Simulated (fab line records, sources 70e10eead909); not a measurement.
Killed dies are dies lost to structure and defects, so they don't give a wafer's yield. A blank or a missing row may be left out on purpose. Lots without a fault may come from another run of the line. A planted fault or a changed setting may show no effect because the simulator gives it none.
Which tool did it? | flow nand_harc | 12 lots, 36 wafers sampled, at 1 step of a route of 1302

WHAT THE GAUGES READ, wafer by wafer
NHARC_A_M1_CD_MEAS_16.
lot  | measured     | on        | cd_nm (nm)
L323 | day 23 14:26 | cd_sem-02 | 120.0 120.6 121.3
L325 | day 23 20:44 | cd_sem-01 | 120.9 120.2 120.9
L327 | day 24 11:32 | cd_sem-01 | 120.2 119.6 119.5
L324 | day 24 17:46 | cd_sem-01 | 119.7 118.8 119.3
L328 | day 25 00:58 | cd_sem-03 | 119.5 119.6 120.9
L330 | day 26 00:18 | cd_sem-01 | 120.5 120.6 120.7
L329 | day 26 01:39 | cd_sem-02 | 119.9 120.6 120.4
L331 | day 26 23:28 | cd_sem-02 | 119.8 120.2 120.1
L339 | day 30 12:21 | cd_sem-02 | 118.6 119.6 119.1
L340 | day 30 19:58 | cd_sem-02 | 120.0 121.0 119.4
L342 | day 31 04:39 | cd_sem-01 | 120.3 119.7 120.2
L341 | day 31 19:51 | cd_sem-03 | 119.5 120.3 120.0

WHICH TOOL RAN EACH LOT (tool, then ch and the chambers of the sampled wafers, then the start)
The record holds no process step before these readings.

WHAT THE TOOLS THEMSELVES READ (means of the sampled wafers that have a number; where no wafer has one, the mark that the record gives instead)
The record holds no such reading with a usual standard deviation.

THE ANSWER, worked out from the rows above alone
Rule: what is usual is taken from the lots themselves. Put in order of their means at a reading, lots are off if they are a third of the lots or fewer, leave a main group of 4 or more, and stand apart from it by a gap of 3 or more times the standard deviation of the main group's means; of several such gaps the widest counts. A main group whose means are all the same, to the digits that the tables above print for the reading, isn't used. A lot without any number at a reading at which 4 lots or more have one is off too. The other lots that the step has rows for count as sound. The gauges are gone through in route order, then the tools' own readings, and for those a lot's mean is taken as printed above. The first step at which some lot is off is used, and at that step the reading that is off furthest; a lot without a number counts as furthest.
No lot is off at any reading shown: from this, nothing can be told.

WHAT THE SIMULATOR HAD PUT IN
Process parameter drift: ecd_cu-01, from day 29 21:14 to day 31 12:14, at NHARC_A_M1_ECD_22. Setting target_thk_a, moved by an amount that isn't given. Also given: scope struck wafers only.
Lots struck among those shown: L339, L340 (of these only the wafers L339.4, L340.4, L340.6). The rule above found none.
